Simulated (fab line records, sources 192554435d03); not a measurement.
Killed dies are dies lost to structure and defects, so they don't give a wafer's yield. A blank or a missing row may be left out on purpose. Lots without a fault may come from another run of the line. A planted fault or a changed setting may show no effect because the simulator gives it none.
A struck lot beside a sound one | flow n5_finfet | 37 steps out of a route of 1938
Sound: wafers L567.1, L567.3, L567.6. Struck: wafers L561.1, L561.5. (L561.4 of the same lot was not struck and is left out.) The cause comes at the end.
At each step with rows: each side's tool, then ch and its chambers, then its first start. Under that, the readings that differ: sound wafers | struck wafers | difference of the means | sigmas: that difference in standard deviations of wafers without a fault.
alike: readings whose means differ by less than 2 such deviations, and words and numbers that are the same on both sides. not compared: withheld readings, readings that some wafer has no value for, bounds like >300 that may hide the same value, and numbers for which the record gives no deviation and whose values overlap.
The two part at a step that has a row with sigmas, a row that says differs or no value, or rows on one side only. Numbers that don't overlap but have no deviation are shown without sigmas and don't part them. A reading that every wafer of one side lacks parts them only if that side has two wafers or more.

first, 8 steps without rows for these wafers: N5_MOL_CONTACT_COAG_SRD_139 (time 30 s); N5_MOL_CONTACT_COAG_PRE_CLEAN_121; N5_MOL_CONTACT_COAG_CVD_140 (deposits W, target thk 66.5 nm, time 215 s); N5_MOL_CONTACT_COAG_PRECLEAN_127 (cleans in DIW, time 57.5 s); N5_MOL_CONTACT_COAG_SRD_128 (dry time 32 s); N5_MOL_CONTACT_COAG_CMP_52 (polishes, stops on SiO2, t overpolish 1.5 s, target thk 66.5 nm); N5_MOL_CONTACT_COAG_ANNEAL_112 (time 1800 s); N5_BEOL_M0_SAQP_PECVD_00 (deposits SiCN from 3MS/NH3, target thk 8 nm, time 14 s).
N5_BEOL_M0_SAQP_ILD_DEP_01: deposits SiOC from DEMS/O2, target thk 45.419 nm, time 8.7 s.
  sound on pecvd-01 ch 0,2, day 11 06:47; struck on pecvd-02 ch 2, day 9 16:34
  reading                                           | sound          | struck    | difference | sigmas
  model.SiOC_of_BEOL_M0_SAQP_ILD_DEP_01.thk_nm (nm) | 45.6 45.2 45.6 | 47.4 47.2 | +1.8       |
  alike: heater_power_w, rf_fwd_power_W, showerhead_plenum_p_Torr, throttle_valve_pct
  not compared: since_wet_clean_h
then, 25 steps without rows for these wafers: N5_BEOL_M0_SAQP_HM_DEP_02 (deposits TiN, target thk 12 nm); N5_BEOL_M0_SAQP_PECVD_03 (deposits SiCN from 3MS/NH3, target thk 12 nm, time 21.1 s); N5_BEOL_M0_SAQP_PECVD_96 (deposits a-Si from SiH4/He, target thk 45 nm, time 45.2 s); N5_BEOL_M0_SAQP_PECVD_97 (deposits SiNx from SiH4/NH3/N2, target thk 23 nm, time 19.9 s); N5_BEOL_M0_SAQP_PECVD_04 (deposits a-Si from SiH4/He, target thk 60 nm, time 60.2 s); N5_BEOL_M0_SAQP_HM_DEP_111 (deposits SiO2 from SiH4/N2O, target thk 12 nm, time 7.2 s); N5_BEOL_M0_SAQP_COAT_81 (time 60 s, resist thk 100 nm); N5_BEOL_M0_SAQP_COAT_82 (time 60 s, resist thk 30 nm); N5_BEOL_M0_SAQP_COAT_08 (resist thk 90 nm); N5_BEOL_M0_SAQP_EBR_10; N5_BEOL_M0_SAQP_SOFTBAKE_09 (time 60 s); N5_BEOL_M0_SAQP_EXPOSE_11 (exposes mask M0 CORE, target cd 42 nm); N5_BEOL_M0_SAQP_PEB_12 (peb time 60 s); N5_BEOL_M0_SAQP_DEVELOP_13 (develop time 30 s); N5_BEOL_M0_SAQP_DESCUM_19 (chemistry O2, time 7.9 s); N5_BEOL_M0_SAQP_ETCH_83 (etches SiARC in CF4, target depth 39 nm, time 65 s); N5_BEOL_M0_SAQP_ETCH_84 (etches SOC in N2/H2, target depth 100 nm, overetch 20 nm, time 150 s); N5_BEOL_M0_SAQP_STRIP_80 (strips in N2/H2); N5_BEOL_M0_SAQP_HM_OPEN_112 (chemistry CHF3/O2, target SiO2, stops on a-Si, target depth 12 nm, time 13.5 s); N5_BEOL_M0_SAQP_STRIP_113 (strips in CHF3/O2); N5_BEOL_M0_SAQP_MANDREL_ETCH_20 (etches a-Si in HBr/Cl2, stops on SiNx, target depth 60 nm, bt time 10 s, time 30 s); N5_BEOL_M0_SAQP_STRIP_86 (strips in N2/H2); N5_BEOL_M0_SAQP_STRIP_115 (strips in post etch residue remover, time 60 s); N5_BEOL_M0_SAQP_SRD_93 (time 30 s); N5_BEOL_M0_SAQP_RECESS_114 (chemistry HF/NH3, target SiO2, target depth 14.4 nm, afs cycles 3, sublimation time 60 s).
N5_BEOL_M0_CMP_120: polishes, stops on SiOC, t overpolish 6.9 s.
  sound on cmp-02 ch 0,1,3, day 11 20:47; struck on cmp-02 ch 0,2, day 10 08:10
  reading                                           | sound          | struck    | difference | sigmas
  barrier_field_endpoint_s (s)                      | 3.82 3.66 3.85 | 3.62 3.42 | -0.26      | -2
  model.SiOC_of_BEOL_M0_SAQP_ILD_DEP_01.thk_nm (nm) | 39.6 39 39.4   | 41.4 41.2 | +2.0       |
  alike: head_pressure_psi, motor_current_A, overpolish_run_s, time_to_endpoint_s
-- the record jumps here: 2 days lie between the struck wafers' starts before and after (it left off in module BEOL_M0 and takes up again in module BEOL_M4, whose first step shown is number 1111 of the route) --
N5_BEOL_M4_RC_MEAS_101:
  sound on prober-01 ch 0, day 13 21:56; struck on prober-02 ch 0, day 12 15:16
  alike: DIBL_N, DIBL_P, IOFF_N, IOFF_P, ION_N, ION_P, SS_N, SS_P, VT_N, VT_P
then, 1 step without rows for these wafers: N5_PASSIVATION_PROBE_49.

WHERE THEY PART
Only at N5_BEOL_M0_CMP_120, within this record. Later steps at which nothing parts them and some readings are alike: N5_BEOL_M4_RC_MEAS_101.

WHY: what the simulator had put in
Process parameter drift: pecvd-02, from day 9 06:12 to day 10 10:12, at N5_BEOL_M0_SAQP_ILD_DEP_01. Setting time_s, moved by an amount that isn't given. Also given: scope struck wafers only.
